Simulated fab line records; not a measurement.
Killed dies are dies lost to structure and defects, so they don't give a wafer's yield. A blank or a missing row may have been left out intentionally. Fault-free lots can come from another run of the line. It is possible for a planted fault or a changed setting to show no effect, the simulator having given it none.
Matching of chambers / flow n5_finfet / N5_FIN_SAQP_ETCH_69 on rie_diel-04 has 4 sister chambers
The step etches SOC in N2/H2, stops on SiNx, target depth 150 nm. 16 wafers are shown with their chamber, then 8 later ones without.

## EACH WAFER AND ITS CHAMBER
wafer=L074.1; chamber=2; drypump_motor_current_A (A)=5.6; throttle_valve_pct (%)=18.04; showerhead_plenum_p_Torr (Torr)=2.65
wafer=L074.2; chamber=3; drypump_motor_current_A (A)=5.7; throttle_valve_pct (%)=18.17; showerhead_plenum_p_Torr (Torr)=2.39
wafer=L074.3; chamber=0; drypump_motor_current_A (A)=5.5; throttle_valve_pct (%)=17.37; showerhead_plenum_p_Torr (Torr)=2.49
wafer=L076.1; chamber=2; drypump_motor_current_A (A)=5.6; throttle_valve_pct (%)=18.05; showerhead_plenum_p_Torr (Torr)=2.65
wafer=L076.3; chamber=3; drypump_motor_current_A (A)=5.7; throttle_valve_pct (%)=18.16; showerhead_plenum_p_Torr (Torr)=2.39
wafer=L076.4; chamber=2; drypump_motor_current_A (A)=5.6; throttle_valve_pct (%)=18.06; showerhead_plenum_p_Torr (Torr)=2.65
wafer=L077.1; chamber=2; drypump_motor_current_A (A)=5.6; throttle_valve_pct (%)=18.05; showerhead_plenum_p_Torr (Torr)=2.65
wafer=L077.5; chamber=2; drypump_motor_current_A (A)=5.6; throttle_valve_pct (%)=18.06; showerhead_plenum_p_Torr (Torr)=2.65
wafer=L077.6; chamber=0; drypump_motor_current_A (A)=5.5; throttle_valve_pct (%)=17.37; showerhead_plenum_p_Torr (Torr)=2.49
wafer=L080.1; chamber=1; drypump_motor_current_A (A)=6.3; throttle_valve_pct (%)=17.79; showerhead_plenum_p_Torr (Torr)=2.72
wafer=L080.3; chamber=0; drypump_motor_current_A (A)=5.5; throttle_valve_pct (%)=17.38; showerhead_plenum_p_Torr (Torr)=2.49
wafer=L080.5; chamber=1; drypump_motor_current_A (A)=6.3; throttle_valve_pct (%)=17.78; showerhead_plenum_p_Torr (Torr)=2.72
wafer=L082.1; chamber=1; drypump_motor_current_A (A)=6.2; throttle_valve_pct (%)=17.79; showerhead_plenum_p_Torr (Torr)=2.72
wafer=L082.4; chamber=3; drypump_motor_current_A (A)=5.7; throttle_valve_pct (%)=17.72; showerhead_plenum_p_Torr (Torr)=2.71
wafer=L082.5; chamber=1; drypump_motor_current_A (A)=6.2; throttle_valve_pct (%)=17.79; showerhead_plenum_p_Torr (Torr)=2.72
wafer=L084.1; chamber=2; drypump_motor_current_A (A)=5.6; throttle_valve_pct (%)=18.10; showerhead_plenum_p_Torr (Torr)=2.64

SIGNATURES (means of the wafers above)
reading=drypump_motor_current_A; chamber 0=5.500; chamber 1=6.250; chamber 2=5.600; chamber 3=5.700; scatter within a chamber=0.0289
reading=throttle_valve_pct; chamber 0=17.3733; chamber 1=17.7875; chamber 2=18.0600; chamber 3=18.0167; scatter within a chamber=0.106
reading=showerhead_plenum_p_Torr; chamber 0=2.4900; chamber 1=2.7200; chamber 2=2.6483; chamber 3=2.4967; scatter within a chamber=0.0755
Rule: for a wafer and a chamber, the distance is found by dividing, reading by reading, the gap between the wafer's reading and the chamber's mean by the reading's scatter, squaring, summing and taking the root. If the next closest chamber is less than 2 further off than the closest, the wafer can't be placed; otherwise it belongs to the closest. The scatter: take each reading less its chamber's mean, square it, sum over the shown wafers, divide by the number of wafers less the number of chambers, and take the root.

## WAFERS WITH NO CHAMBER GIVEN
wafer=L084.4; drypump_motor_current_A (A)=5.5; throttle_valve_pct (%)=17.40; showerhead_plenum_p_Torr (Torr)=2.48
wafer=L084.5; drypump_motor_current_A (A)=5.5; throttle_valve_pct (%)=17.40; showerhead_plenum_p_Torr (Torr)=2.48
wafer=L091.1; drypump_motor_current_A (A)=5.5; throttle_valve_pct (%)=17.41; showerhead_plenum_p_Torr (Torr)=2.48
wafer=L091.4; drypump_motor_current_A (A)=5.7; throttle_valve_pct (%)=17.75; showerhead_plenum_p_Torr (Torr)=2.70
wafer=L091.6; drypump_motor_current_A (A)=5.7; throttle_valve_pct (%)=17.74; showerhead_plenum_p_Torr (Torr)=2.70
wafer=L093.3; drypump_motor_current_A (A)=5.7; throttle_valve_pct (%)=17.74; showerhead_plenum_p_Torr (Torr)=2.70
wafer=L093.4; drypump_motor_current_A (A)=6.2; throttle_valve_pct (%)=17.84; showerhead_plenum_p_Torr (Torr)=2.71
wafer=L093.6; drypump_motor_current_A (A)=5.7; throttle_valve_pct (%)=17.75; showerhead_plenum_p_Torr (Torr)=2.70

## THE CHAMBER EACH PASSED THROUGH
wafer=L084.4; from the rows above=0; in truth=0
wafer=L084.5; from the rows above=0; in truth=0
wafer=L091.1; from the rows above=0; in truth=0
wafer=L091.4; from the rows above=can't be placed: 3 or 2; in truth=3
wafer=L091.6; from the rows above=can't be placed: 3 or 2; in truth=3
wafer=L093.3; from the rows above=can't be placed: 3 or 2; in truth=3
wafer=L093.4; from the rows above=1; in truth=1
wafer=L093.6; from the rows above=can't be placed: 3 or 2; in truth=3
Correct placement for 4 of the 8. Not placeable from these rows: 4 (in 4, the candidates include the true chamber). Wrongly placed: 0.
